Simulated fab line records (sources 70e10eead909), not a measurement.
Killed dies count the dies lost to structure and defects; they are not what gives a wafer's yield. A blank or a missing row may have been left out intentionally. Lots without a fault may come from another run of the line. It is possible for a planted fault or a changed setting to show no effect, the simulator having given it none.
fab line records | flow nand-harc
record: lots: 13 | wafers: 39 | last-day: 34
route steps=1302 shown P_GATE@189 P_CONTACT@249 P_M0@266
lots untouched by any fault: they come from a run of this same line in which no faults occurred
start-h: start of the lot's first displayed wafer, in hours after the record's first day | wait-h: how many hours have passed since the lot's step before this one | " the same as in the row above | L1.1+2: one row covering several wafers at once | - value missing, or start not given | * or withheld: withheld | < > ~ a bound
route shown NAME@n: a module of which the file shows steps, and the number in the route of the first | usual: average and standard deviation across the fault-free wafers | same: alike in all rows | chamber/n: place in a boat | sites: each site's reading | _std_site: standard deviation across them | _edge_site: the outer-site mean with the inner-site mean subtracted | radius-mm: how far each site lies from the wafer's centre | mask NAME#n: copy n | behind: the tool/chamber that last shaped the wafer | hold: cause of the lot's hold/its duration in hours/its outcome | device: names the non-switching transistor (n, p or np) | end of line: the same wafers' tests at the end of the route | a step without rows: its recipe alone | killed: dies lost to structure and defects at the first sort, not the wafer's yield | map: a wafer's dies, x killed, . not, _ none there
set.NAME: setting as actually run; set.NAME@STEP: the setting as run at that earlier step | model.NAME: the simulator's own value behind a step, which no gauge read
a sample of lots followed through the steps of the route, with each step as a table and each wafer as a row
services: when a tool's chamber went out of use (start-h, in hours from the record's first day, below 0 if earlier), for how many hours, and the reason
== steps ==
step: NHARC_P_GATE_STRIP_112
recipe: power-w: 1500 | temp-c: 110 | time-s: 200 | chemistry: N2/H2
usual: drypump-motor-current-A: 5.8/0.44 | heater-power-w: 89/3.5
same: time-s: 200
lot.wafer | tool            | chamber | start-h | wait-h | drypump-motor-current-A | heater-power-w | rf-hours-counter-h
L144.2    | plasma-asher-01 | 0       | 127.30  | 0.2    | 6.0                     | 86             | 26
L144.3    | "               | 1       | "       | "      | 6.2                     | 89             | -
L144.4    | "               | 0       | "       | "      | 6.0                     | 86             | -
L145.2    | plasma-asher-01 | 1       | 140.04  | 0.2    | 6.3                     | 86             | 28
L145.3    | "               | 0       | "       | "      | 6.0                     | 86             | -
L145.6    | "               | 1       | "       | "      | 6.2                     | 89             | -
L146.1    | plasma-asher-02 | 1       | 145.36  | 0.2    | 5.0                     | 90             | 10
L146.6    | "               | 1       | "       | "      | 5.1                     | 92             | -
L146.5    | "               | 0       | "       | "      | 5.7                     | 93             | -
L143.4    | plasma-asher-01 | 1       | 147.24  | 0.2    | 6.3                     | 90             | -
L143.6    | "               | 0       | "       | "      | 6.0                     | 84             | -
L143.5    | "               | 1       | "       | "      | 6.3                     | 88             | -
L147.1    | plasma-asher-02 | 1       | 151.74  | 0.2    | 5.1                     | 92             | 14
L147.4    | "               | 1       | "       | "      | 5.1                     | 90             | -
L147.6    | "               | 0       | "       | "      | 5.7                     | 95             | -
L148.1    | plasma-asher-02 | 0       | 160.13  | 0.2    | 5.7                     | 92             | 16
L148.4    | "               | 1       | "       | "      | 5.1                     | 92             | -
L148.5    | "               | 0       | "       | "      | 5.7                     | 91             | -
L151.2    | plasma-asher-01 | 1       | 195.98  | 0.2    | 6.3                     | 90             | 4
L151.4    | "               | 1       | "       | "      | 6.2                     | 89             | -
L151.5    | "               | 0       | "       | "      | 6.0                     | 83             | -
L152.2    | plasma-asher-02 | 0       | 200.46  | 0.2    | 5.7                     | 94             | 25
L152.6    | "               | 1       | "       | "      | 5.0                     | 91             | -
L152.5    | "               | 0       | "       | "      | 5.7                     | 92             | -
L154.3    | plasma-asher-01 | 1       | 220.93  | 0.2    | 6.3                     | 90             | -
L154.6    | "               | 1       | "       | "      | 6.2                     | 89             | -
L154.5    | "               | 0       | "       | "      | 6.0                     | 84             | -
L153.1    | plasma-asher-02 | 1       | 223.96  | 0.2    | 5.1                     | 92             | 28
L153.2    | "               | 0       | "       | "      | 5.7                     | 92             | 28
L153.5    | "               | 1       | "       | "      | 5.0                     | 91             | -
L164.4    | plasma-asher-01 | 1       | 325.03  | 0.2    | 6.2                     | 90             | -
L164.5    | "               | 1       | "       | "      | 6.2                     | 88             | -
L164.6    | "               | 0       | "       | "      | 6.0                     | 85             | -
L165.3    | plasma-asher-01 | 0       | 329.11  | 0.2    | 6.0                     | 86             | -
L165.4    | "               | 1       | "       | "      | 6.3                     | 90             | -
L165.6    | "               | 0       | "       | "      | 6.0                     | 82             | -
L166.1    | plasma-asher-01 | 0       | 340.29  | 0.2    | 6.0                     | 83             | 32
L166.4    | "               | 0       | "       | "      | 6.0                     | 84             | -
L166.6    | "               | 0       | "       | "      | 6.0                     | 84             | -
step: NHARC_P_CONTACT_CMP_24
recipe: t-overpolish-s: 30 | target-thk-nm: 200
usual: motor-current-A: 11.7/1.1 | overpolish-run-s: 30.000/0.009 | time-to-endpoint-s: 38.4/2.1
lot.wafer | tool   | chamber | start-h | wait-h | motor-current-A | overpolish-run-s | time-to-endpoint-s
L144.4    | cmp-04 | 0       | 136.04  | 0.4    | 11.6            | 29.994           | 41.2
L144.2    | "      | 1       | "       | "      | 10.2            | 29.984           | 43.0
L144.3    | "      | 2       | "       | "      | 13.2            | 30.009           | 40.5
L145.2    | cmp-02 | 0       | 148.74  | 0.6    | 12.8            | 29.994           | 38.0
L145.3    | "      | 1       | "       | "      | 12.1            | 29.993           | 37.9
L145.6    | "      | 3       | "       | "      | 13.2            | 30.010           | 37.7
L146.1    | cmp-03 | 0       | 154.03  | 0.5    | 11.1            | 29.989           | 39.8
L146.6    | "      | 1       | "       | "      | 13.2            | 29.994           | 36.0
L146.5    | "      | 2       | "       | "      | 11.2            | 29.991           | 38.5
L143.4    | cmp-04 | 2       | 156.00  | 0.5    | 12.8            | 30.002           | 39.9
L143.6    | "      | 3       | "       | "      | 11.8            | 30.010           | 38.9
L143.5    | "      | 0       | "       | "      | 11.5            | 29.996           | 38.6
L147.4    | cmp-02 | 1       | 160.84  | 0.4    | 11.3            | 30.014           | 35.5
L147.1    | "      | 2       | "       | "      | 10.4            | 30.008           | 42.4
L147.6    | "      | 1       | "       | "      | 12.1            | 30.009           | 36.3
L148.4    | cmp-03 | 1       | 168.83  | 0.4    | 13.1            | 30.002           | 36.7
L148.1    | "      | 3       | "       | "      | 11.7            | 30.004           | 42.2
L148.5    | "      | 0       | "       | "      | 11.1            | 30.010           | 39.7
L151.4    | cmp-04 | 2       | 204.88  | 0.3    | 12.6            | 29.995           | 38.7
L151.2    | "      | 3       | "       | "      | 12.0            | 30.001           | 36.6
L151.5    | "      | 1       | "       | "      | 10.5            | 29.997           | 38.3
L152.2    | cmp-03 | 3       | 209.21  | 0.7    | 12.3            | 29.992           | 39.7
L152.6    | "      | 0       | "       | "      | 11.9            | 30.014           | 40.0
L152.5    | "      | 1       | "       | "      | 13.4            | 30.005           | 35.1
L154.3    | cmp-02 | 3       | 229.89  | 0.3    | 13.0            | 29.980           | 37.8
L154.6    | "      | 1       | "       | "      | 11.9            | 30.006           | 36.7
L154.5    | "      | 2       | "       | "      | 10.1            | 29.999           | 38.1
L153.1    | cmp-04 | 3       | 232.81  | 0.6    | 11.2            | 30.008           | 38.0
L153.2    | "      | 1       | "       | "      | 10.0            | 29.997           | 40.7
L153.5    | "      | 0       | "       | "      | 11.4            | 29.984           | 37.6
L164.4    | cmp-04 | 1       | 333.58  | 0.3    | 10.2            | 29.993           | 23.6
L164.5    | "      | 3       | "       | "      | 11.4            | 29.998           | 39.4
L164.6    | "      | 0       | "       | "      | 11.3            | 29.984           | 21.9
L165.4    | cmp-04 | 3       | 337.80  | 0.3    | 11.7            | 29.990           | 25.3
L165.3    | "      | 0       | "       | "      | 12.5            | 29.988           | 40.2
L165.6    | "      | 1       | "       | "      | 9.8             | 30.027           | 25.2
L166.4    | cmp-03 | 0       | 349.34  | 0.3    | 12.4            | 30.000           | 41.8
L166.1    | "      | 1       | "       | "      | 13.3            | 30.006           | 34.9
L166.6    | "      | 2       | "       | "      | 10.9            | 29.990           | 40.3
step: NHARC_P_CONTACT_INSPECT_27
usual: raw-defect-count: 267/110
lot.wafer | tool              | chamber | start-h | wait-h | raw-defect-count
L144.2    | defect-inspect-02 | -       | 136.44  | 0.1    | 225
L144.3    | "                 | -       | "       | "      | 386
L144.4    | "                 | -       | "       | "      | 296
L145.2    | defect-inspect-02 | -       | 149.12  | 0.1    | 346
L145.3    | "                 | -       | "       | "      | 313
L145.6    | "                 | -       | "       | "      | 294
L146.1    | defect-inspect-02 | -       | 154.35  | 0.1    | 269
L146.5    | "                 | -       | "       | "      | 189
L146.6    | "                 | -       | "       | "      | 297
L143.4    | defect-inspect-02 | -       | 156.33  | 0.1    | 233
L143.5    | "                 | -       | "       | "      | 230
L143.6    | "                 | -       | "       | "      | 376
L147.1    | defect-inspect-01 | -       | 161.24  | 0.1    | 178
L147.4    | "                 | -       | "       | "      | 185
L147.6    | "                 | -       | "       | "      | 299
L148.1    | defect-inspect-01 | -       | 169.20  | 0.1    | 321
L148.4    | "                 | -       | "       | "      | 244
L148.5    | "                 | -       | "       | "      | 536
L151.2    | defect-inspect-01 | -       | 205.26  | 0.1    | 139
L151.4    | "                 | -       | "       | "      | 137
L151.5    | "                 | -       | "       | "      | 216
L152.2    | defect-inspect-01 | -       | 209.55  | 0.1    | 147
L152.5    | "                 | -       | "       | "      | 143
L152.6    | "                 | -       | "       | "      | 158
L154.3    | defect-inspect-01 | -       | 230.27  | 0.1    | 320
L154.5    | "                 | -       | "       | "      | 358
L154.6    | "                 | -       | "       | "      | 317
L153.1    | defect-inspect-01 | -       | 233.22  | 0.1    | 345
L153.2    | "                 | -       | "       | "      | 389
L153.5    | "                 | -       | "       | "      | 439
L164.4    | defect-inspect-01 | -       | 333.95  | 0.1    | 358
L164.5    | "                 | -       | "       | "      | 327
L164.6    | "                 | -       | "       | "      | 357
L165.3    | defect-inspect-01 | -       | 338.16  | 0.1    | 217
L165.4    | "                 | -       | "       | "      | 334
L165.6    | "                 | -       | "       | "      | 335
L166.1    | defect-inspect-02 | -       | 349.69  | 0.1    | 435
L166.4    | "                 | -       | "       | "      | 640
L166.6    | "                 | -       | "       | "      | 414
step: NHARC_P_M0_DESCUM_14
recipe: time-s: 3 | o2-flow-sccm: 200 | ar-flow-sccm: 0 | bias-power-w: 0 | chemistry: O2
usual: drypump-motor-current-A: 5.9/0.39 | oes-product-au: 0.996/0.011 | rf-vpp-V: 57.6/0.86 | showerhead-plenum-p-Torr: 1.88/0.085 | throttle-valve-pct: 11.312/0.0099
same: time-s: 3
lot.wafer | tool        | chamber | start-h | wait-h | drypump-motor-current-A | oes-product-au | rf-hours-counter-h | rf-vpp-V | showerhead-plenum-p-Torr | throttle-valve-pct
L144.2    | rie-diel-11 | 1       | 137.54  | 0.1    | 6.1                     | 0.986          | 3                  | 57.6     | 1.96                     | 11.321
L144.4    | "           | 3       | "       | "      | 6.6                     | 1.005          | 2                  | 56.8     | 2.05                     | 11.312
L144.3    | "           | 0       | "       | "      | 5.2                     | 0.990          | 3                  | 59.5     | 1.97                     | 11.321
L145.3    | rie-diel-04 | 0       | 150.22  | 0.1    | 5.6                     | 1.001          | 46                 | 57.7     | 1.82                     | 11.310
L145.2    | "           | 1       | "       | "      | 6.0                     | 1.011          | 48                 | 57.1     | 1.86                     | 11.310
L145.6    | "           | 3       | "       | "      | 6.1                     | 1.016          | -                  | 57.3     | 1.80                     | 11.314
L146.1    | rie-diel-11 | 3       | 155.35  | 0.1    | 6.6                     | 1.010          | 7                  | 57.5     | 2.04                     | 11.306
L146.5    | "           | 3       | "       | "      | 6.6                     | 1.003          | -                  | 58.2     | 2.04                     | 11.306
L146.6    | "           | 0       | "       | "      | 5.2                     | 1.017          | -                  | 58.8     | 1.97                     | 11.330
L143.4    | rie-diel-06 | 3       | 157.43  | 0.1    | 5.8                     | 0.995          | 4                  | 56.2     | 1.78                     | 11.295
L143.6    | "           | 2       | "       | "      | 6.2                     | 0.990          | -                  | 57.0     | 1.87                     | 11.317
L143.5    | "           | 3       | "       | "      | 5.8                     | 0.996          | -                  | 57.5     | 1.78                     | 11.314
L147.1    | rie-diel-04 | 0       | 162.33  | 0.1    | 5.7                     | 1.000          | 49                 | 57.3     | 1.82                     | 11.303
L147.4    | "           | 1       | "       | "      | 6.0                     | 1.006          | 51                 | 58.7     | 1.86                     | 11.302
L147.6    | "           | 0       | "       | "      | 5.6                     | 0.990          | -                  | 56.0     | 1.82                     | 11.311
L148.1    | rie-diel-06 | 0       | 170.29  | 0.1    | 5.1                     | 0.981          | 10                 | 56.5     | 1.94                     | 11.324
L148.4    | "           | 1       | "       | "      | 6.0                     | 1.010          | 10                 | 58.7     | 1.99                     | 11.315
L148.5    | "           | 0       | "       | "      | 5.2                     | 0.983          | -                  | 58.3     | 1.94                     | 11.306
L151.2    | rie-diel-11 | 3       | 206.37  | 0.1    | 6.6                     | 0.989          | 16                 | 56.5     | 2.04                     | 11.311
L151.4    | "           | 0       | "       | "      | 5.2                     | 1.000          | 15                 | 57.4     | 1.96                     | 11.313
L151.5    | "           | 2       | "       | "      | 5.9                     | 0.986          | -                  | 57.7     | 1.82                     | 11.296
L152.2    | rie-diel-04 | 1       | 210.68  | 0.1    | 5.9                     | 1.019          | 8                  | 57.4     | 1.85                     | 11.315
L152.6    | "           | 0       | "       | "      | 5.6                     | 0.986          | -                  | 56.8     | 1.82                     | 11.301
L152.5    | "           | 1       | "       | "      | 5.9                     | 1.008          | -                  | 57.8     | 1.85                     | 11.332
L154.3    | rie-diel-04 | 3       | 231.38  | 0.1    | 6.1                     | 0.999          | 19                 | 57.1     | 1.80                     | 11.322
L154.6    | "           | 2       | "       | "      | 6.1                     | 1.001          | -                  | 57.9     | 1.83                     | 11.311
L154.5    | "           | 1       | "       | "      | 5.9                     | 1.013          | -                  | 58.0     | 1.85                     | 11.320
L153.1    | rie-diel-11 | 1       | 234.30  | 0.1    | 6.1                     | 0.996          | 20                 | 57.3     | 1.96                     | 11.308
L153.2    | "           | 3       | "       | "      | 6.6                     | 0.996          | 20                 | 58.5     | 2.04                     | 11.309
L153.5    | "           | 1       | "       | "      | 6.1                     | 0.994          | -                  | 57.8     | 1.96                     | 11.312
L164.4    | rie-diel-06 | 0       | 335.06  | 0.1    | 5.1                     | 0.990          | -                  | 57.2     | 1.92                     | 11.302
L164.5    | "           | 2       | "       | "      | 6.2                     | 0.977          | -                  | 57.7     | 1.85                     | 11.346
L164.6    | "           | 3       | "       | "      | 5.8                     | 1.000          | -                  | 59.1     | 2.07                     | 11.296
L165.3    | rie-diel-06 | 0       | 339.25  | 0.1    | 5.2                     | 0.993          | 8                  | 57.6     | 1.92                     | 11.321
L165.6    | "           | 3       | "       | "      | 5.8                     | 1.007          | -                  | 60.0     | 2.07                     | 11.336
L165.4    | "           | 0       | "       | "      | 5.2                     | 0.995          | -                  | 58.4     | 1.92                     | 11.314
L166.1    | rie-diel-04 | 1       | 350.66  | 0.1    | 6.0                     | 1.015          | 54                 | 58.2     | 1.84                     | 11.299
L166.4    | "           | 0       | "       | "      | 5.6                     | 1.001          | 56                 | 57.0     | 1.80                     | 11.310
L166.6    | "           | 2       | "       | "      | 6.2                     | 1.004          | -                  | 58.3     | 1.82                     | 11.323
== services ==
tool            | chamber | start-h | hours | kind
cmp-04          | -       | 111.00  | 4.0   | pm
plasma-asher-02 | -       | 113.32  | 1.5   | repair
rie-diel-11     | -       | 114.97  | 9.0   | pm
cmp-03          | -       | 115.47  | 0.2   | repair
cmp-03          | -       | 125.52  | 0.9   | repair
rie-diel-06     | -       | 130.20  | 9.0   | pm
rie-diel-06     | -       | 142.33  | 2.5   | repair
cmp-03          | -       | 162.00  | 4.0   | pm
plasma-asher-01 | -       | 165.17  | 9.0   | pm
rie-diel-11     | 0       | 166.16  | 4.8   | repair
rie-diel-11     | 3       | 171.07  | 1.8   | repair
rie-diel-04     | -       | 178.18  | 9.0   | pm
rie-diel-04     | -       | 187.92  | 0.2   | repair
rie-diel-04     | 3       | 199.22  | 8.6   | repair
plasma-asher-01 | -       | 208.77  | 4.5   | repair
cmp-04          | -       | 209.00  | 4.0   | pm
rie-diel-04     | 0       | 230.38  | 5.9   | repair
plasma-asher-02 | -       | 249.83  | 9.0   | pm
plasma-asher-01 | -       | 254.61  | 5.7   | repair
rie-diel-04     | 1       | 265.44  | 7.6   | repair
cmp-04          | -       | 307.00  | 4.0   | pm
cmp-04          | -       | 332.65  | 0.8   | repair
cmp-04          | -       | 336.34  | 0.7   | repair
plasma-asher-01 | -       | 342.17  | 9.0   | pm
== key ==
first-sign: step: NHARC_P_CONTACT_CMP_24 | reading: time-to-endpoint-s | direction: down | sigmas: 6.7 | usual: * | struck: *
effect none on later readings
met-at NHARC_P_CONTACT_CMP_24
struck-lots L164,L165
struck-wafers L164.4,L164.6,L165.4,L165.6
tester-left-out L164,L165
not-acting-at NHARC_P_GATE_STRIP_112,NHARC_P_CONTACT_INSPECT_27,NHARC_P_M0_DESCUM_14
onset-between 232.81 333.58
fault: kind: process-parameter-drift | tool: cmp-04 | chamber: - | onset-h: 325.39 | steps: NHARC_P_CONTACT_CMP_24 | channel: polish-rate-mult | offset: 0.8 | shape: step | end-h: 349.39 | scope: struck-wafers-only
tester-left-out: of these lots the tester's yield and bins aren't shown, on N5 and GAA mostly nor the transistor test; their killed dies are dies lost to structure and defects alone, not to doping, threshold or leakage, so they don't give the yield
